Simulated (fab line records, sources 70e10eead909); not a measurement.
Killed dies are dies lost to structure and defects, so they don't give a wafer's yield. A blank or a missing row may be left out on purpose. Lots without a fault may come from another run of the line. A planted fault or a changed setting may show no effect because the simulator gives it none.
fab line records | flow nand_harc | part 2 of 2: steps 34 to 39 of 39
record lots=5 wafers=15 last_day=32
route steps=1302 shown A_CHANNEL_FILL_D2@630 A_STAIRCASE@639
lots that met no fault: from a run of the same line without faults
start_h: hours from the record's first day to the start of the lot's first wafer shown | wait_h: hours since the lot's step before | " the same as in the row above | L1.1+2: a row that stands for several wafers | - no value, or no start given | * or withheld: withheld | < > ~ a bound
route shown NAME@n: a module of which the file shows steps, and the number in the route of the first | usual: mean/standard deviation of fault-free wafers | same: alike in all rows | chamber/n: place in a boat | sites: the reading at each site | _std_site: their standard deviation | _edge_site: outer sites' mean less inner sites' | radius_mm: how far each site lies from the wafer's centre | mask NAME#n: copy n | behind: the tool/chamber that last shaped the wafer | hold: why the lot was held/for how many hours/how that ended | device: the transistor (n, p or np) that didn't switch | end of line: the same wafers' tests at the end of the route | a step without rows: its recipe alone | killed: dies lost to structure and defects at the first sort, not the wafer's yield | map: a wafer's dies, x killed, . not, _ none there
set.NAME: the setting as run; set.NAME@STEP: as run at that earlier step | model.NAME: the simulator's own value behind a step, which no gauge read
lots at some steps of the route; a table a step, a row a wafer
services: from which hour (start_h, from the record's first day; less than 0 if before it) a tool's chamber was out of use, for how many hours, and why
## steps
# step NHARC_A_STAIRCASE_DESCUM_11
# recipe time_s=3 o2_flow_sccm=200 ar_flow_sccm=0 bias_power_w=0 chemistry=O2
# usual drypump_motor_current_A=5.7/0.41 oes_product_au=1.001/0.011 rf_vpp_V=57.8/0.92 showerhead_plenum_p_Torr=1.92/0.081 throttle_valve_pct=11.311/0.009
# columns lot.wafer tool chamber start_h wait_h drypump_motor_current_A oes_product_au rf_hours_counter_h rf_vpp_V showerhead_plenum_p_Torr throttle_valve_pct
L081.3 rie_diel-08 3 430.17 - 5.5 0.990 16 57.8 1.83 11.313
L081.4 " 0 " " 5.5 1.004 12 54.8 1.93 11.316
L081.2 " 1 " " 5.9 0.989 12 57.8 1.89 11.305
L088.1 rie_diel-13 0 496.25 - 5.9 0.990 49 55.7 1.84 11.330
L088.3 " 2 " " 5.9 1.007 44 58.6 1.91 11.315
L088.5 " 3 " " 6.6 0.998 - 59.3 1.78 11.323
L092.1 rie_diel-08 1 544.07 - 5.9 1.015 51 57.0 1.88 11.299
L092.2 " 2 " " 5.4 0.999 45 58.7 1.90 11.320
L092.3 " 0 " " 5.5 1.009 50 57.9 1.92 11.316
L093.4 rie_diel-13 1 550.17 - 5.5 0.993 7 58.6 2.06 11.314
L093.1 " 3 " " 6.6 0.998 11 57.7 1.78 11.303
L093.5 " 1 " " 5.5 0.996 - 59.9 2.06 11.310
L096.4 rie_diel-08 1 572.77 - 5.9 0.985 5 56.3 1.88 11.309
L096.2 " 2 " " 5.5 1.020 4 57.3 1.90 11.315
L096.5 " 0 " " 5.5 1.010 - 57.5 1.92 11.312
# step NHARC_A_STAIRCASE_TRIM_12
# recipe time_s=211.2 o2_flow_sccm=500 ar_flow_sccm=0 bias_w=0 chemistry=O2
# usual drypump_motor_current_A=5.8/0.43 oes_product_au=1.001/0.011 rf_vpp_V=57.9/0.96 showerhead_plenum_p_Torr=3.52/0.14 throttle_valve_pct=17.037/0.0099
# columns lot.wafer tool chamber start_h wait_h drypump_motor_current_A oes_product_au rf_hours_counter_h rf_vpp_V showerhead_plenum_p_Torr throttle_valve_pct
L081.4 rie_diel-08 2 430.25 0.1 5.5 1.003 16 57.7 3.52 17.033
L081.2 " 0 " " 5.5 1.007 12 56.8 3.56 17.040
L081.3 " 1 " " 5.9 0.995 12 59.3 3.49 17.029
L088.1 rie_diel-13 1 496.35 0.1 5.5 1.001 46 58.3 3.78 17.058
L088.3 " 2 " " 5.9 1.024 44 57.3 3.53 17.041
L088.5 " 0 " " 5.9 0.996 - 58.5 3.40 17.022
L092.3 rie_diel-08 3 544.16 0.1 5.5 1.000 56 57.8 3.37 17.040
L092.2 " 0 " " 5.6 1.006 50 59.3 3.54 17.041
L092.1 " 1 " " 5.9 1.005 51 57.2 3.47 17.031
L093.1 rie_diel-13 0 550.26 0.1 5.9 1.012 8 58.5 3.39 17.016
L093.4 " 1 " " 5.5 0.996 7 58.4 3.77 17.029
L093.5 " 0 " " 5.9 1.014 - 57.9 3.39 17.033
L096.4 rie_diel-08 0 572.96 0.2 5.5 1.016 5 58.9 3.54 17.028
L096.2 " 2 " " 5.4 1.008 5 57.7 3.51 17.024
L096.5 " 1 " " 5.9 0.973 - 58.0 3.46 17.036
# step NHARC_A_STAIRCASE_ETCH_13
# recipe target_depth_a=1000 time_s=40.5 ion_energy_ev=400 c4f8_flow_sccm=20 o2_flow_sccm=10 ar_flow_sccm=withheld rf_w=600 bias_w=1000 chemistry=C4F8/O2
# usual oes_product_au=0.946/0.014 rf_vpp_V=896/5
# columns lot.wafer tool chamber start_h wait_h oes_product_au rf_hours_counter_h rf_vpp_V
L081.2 rie_diel-08 0 - - 0.945 12 896
L081.3 " 2 " " 0.938 16 895
L081.4 " 3 " " 0.933 16 889
L088.3 rie_diel-13 3 - - 0.948 50 888
L088.1 " 1 " " 0.957 47 905
L088.5 " 2 " " 0.989 - 896
L092.1 rie_diel-08 2 - - 0.950 45 895
L092.2 " 3 " " 0.950 56 890
L092.3 " 0 " " 0.950 50 895
L093.1 rie_diel-13 3 - - 0.947 11 888
L093.4 " 1 " " 0.934 7 905
L093.5 " 3 " " 0.947 - 886
L096.4 rie_diel-08 3 - - 0.939 5 890
L096.2 " 0 " " 0.933 5 896
L096.5 " 2 " " 0.937 - 896
# step NHARC_A_STAIRCASE_TRIM_14
# recipe time_s=211.2 o2_flow_sccm=500 ar_flow_sccm=0 bias_w=0 chemistry=O2
# usual drypump_motor_current_A=5.8/0.42 oes_product_au=1.001/0.0099 rf_vpp_V=57.7/0.83 showerhead_plenum_p_Torr=3.53/0.14 throttle_valve_pct=17.037/0.0079
# columns lot.wafer tool chamber start_h wait_h drypump_motor_current_A oes_product_au rf_hours_counter_h rf_vpp_V showerhead_plenum_p_Torr throttle_valve_pct
L081.3 rie_diel-08 1 - - 5.9 1.000 12 57.4 3.49 17.043
L081.4 " 2 " " 5.5 1.002 16 57.3 3.52 17.050
L081.2 " 3 " " 5.5 1.005 16 58.3 3.39 17.043
L088.3 rie_diel-13 3 - - 6.6 1.004 50 57.5 3.30 17.039
L088.1 " 1 " " 5.5 0.994 47 58.8 3.78 17.044
L088.5 " 0 " " 5.9 0.992 - 58.2 3.40 17.040
L092.2 rie_diel-08 1 - - 5.9 1.008 51 59.2 3.47 17.038
L092.1 " 2 " " 5.5 1.006 45 58.8 3.51 17.029
L092.3 " 0 " " 5.6 0.998 51 58.1 3.54 17.051
L093.1 rie_diel-13 2 - - 5.9 1.013 11 58.0 3.52 17.045
L093.4 " 0 " " 5.9 1.010 8 57.9 3.39 17.037
L093.5 " 2 " " 5.9 1.017 - 56.8 3.52 17.028
L096.2 rie_diel-08 1 - - 5.9 0.985 5 57.9 3.47 17.054
L096.4 " 3 " " 5.5 1.003 5 57.1 3.36 17.033
L096.5 " 1 " " 5.9 0.979 - 57.6 3.46 17.031
# step NHARC_A_STAIRCASE_ETCH_15
# recipe target_depth_a=1000 time_s=40.5 ion_energy_ev=400 c4f8_flow_sccm=20 o2_flow_sccm=10 ar_flow_sccm=withheld rf_w=600 bias_w=1000 chemistry=C4F8/O2
# usual oes_product_au=0.943/0.011 rf_vpp_V=896/5
# columns lot.wafer tool chamber start_h wait_h oes_product_au rf_hours_counter_h rf_vpp_V
L081.3 rie_diel-08 3 - - 0.938 17 891
L081.2 " 0 " " 0.950 12 897
L081.4 " 2 " " 0.950 16 897
L088.3 rie_diel-13 3 - - 0.950 51 888
L088.1 " 2 " " 0.972 44 896
L088.5 " 0 " " 0.919 - 892
L092.1 rie_diel-08 3 - - 0.950 56 889
L092.3 " 1 " " 0.940 51 894
L092.2 " 2 " " 0.944 45 895
L093.4 rie_diel-13 0 - - 0.954 8 890
L093.1 " 1 " " 0.940 7 904
L093.5 " 2 " " 0.953 - 897
L096.4 rie_diel-08 3 - - 0.952 5 890
L096.2 " 0 " " 0.942 5 896
L096.5 " 3 " " 0.938 - 890
# step NHARC_A_STAIRCASE_TRIM_16
# recipe time_s=211.2 o2_flow_sccm=500 ar_flow_sccm=0 bias_w=0 chemistry=O2
# usual drypump_motor_current_A=5.7/0.43 oes_product_au=1.002/0.0099 rf_vpp_V=57.7/0.89 showerhead_plenum_p_Torr=3.53/0.14 throttle_valve_pct=17.038/0.0084
# columns lot.wafer tool chamber start_h wait_h drypump_motor_current_A oes_product_au rf_hours_counter_h rf_vpp_V showerhead_plenum_p_Torr throttle_valve_pct
L081.2 rie_diel-08 1 - - 5.9 0.995 12 58.3 3.49 17.048
L081.3 " 2 " " 5.5 1.009 17 58.5 3.52 17.030
L081.4 " 0 " " 5.5 1.006 12 57.8 3.56 17.034
L088.1 rie_diel-13 3 - - 6.6 1.006 51 57.5 3.30 17.047
L088.3 " 0 " " 5.9 0.993 49 58.3 3.40 17.048
L088.5 " 2 " " 5.9 1.016 - 57.0 3.53 17.039
L092.2 rie_diel-08 3 - - 5.5 0.998 56 57.8 3.37 17.039
L092.1 " 0 " " 5.5 1.009 51 57.6 3.54 17.025
L092.3 " 2 " " 5.4 1.012 45 57.2 3.51 17.034
L093.4 rie_diel-13 3 - - 6.6 0.998 11 56.3 3.29 17.040
L093.1 " 1 " " 5.6 0.989 8 59.4 3.77 17.038
L093.5 " 2 " " 5.9 1.008 - 56.7 3.52 17.046
L096.4 rie_diel-08 1 - - 5.9 0.990 5 57.1 3.46 17.040
L096.2 " 2 " " 5.4 1.021 5 57.5 3.51 17.039
L096.5 " 0 " " 5.6 1.019 - 58.5 3.54 17.045
## services
# columns tool chamber start_h hours kind
rie_diel-04 1 398.20 6.0 repair
wet_bench-04 - 403.20 8.0 pm
wet_bench-02 - 420.03 8.0 pm
litho_track-07 - 426.00 7.0 pm
cmp-02 - 428.50 4.0 pm
wet_bench-04 - 430.89 2.4 repair
wet_bench-05 - 436.80 8.0 pm
litho_track-03 - 450.00 7.0 pm
krf_scanner-04 - 451.35 6.2 repair
wet_bench-01 - 453.60 8.0 pm
rie_diel-08 2 464.98 26.5 repair
litho_track-05 - 474.00 7.0 pm
krf_scanner-01 - 479.88 5.6 repair
krf_scanner-01 - 485.53 4.0 pm
krf_scanner-01 - 490.63 27.6 repair
rie_diel-13 1 502.11 6.3 repair
rie_diel-13 3 503.17 2.0 repair
wet_bench-07 - 512.00 8.0 pm
rie_diel-13 - 519.06 9.0 pm
plasma_asher-01 - 519.83 9.0 pm
krf_scanner-04 - 526.02 4.0 pm
wet_bench-09 - 528.80 8.0 pm
rie_diel-04 - 533.45 9.0 pm
rie_diel-08 - 545.13 9.0 pm
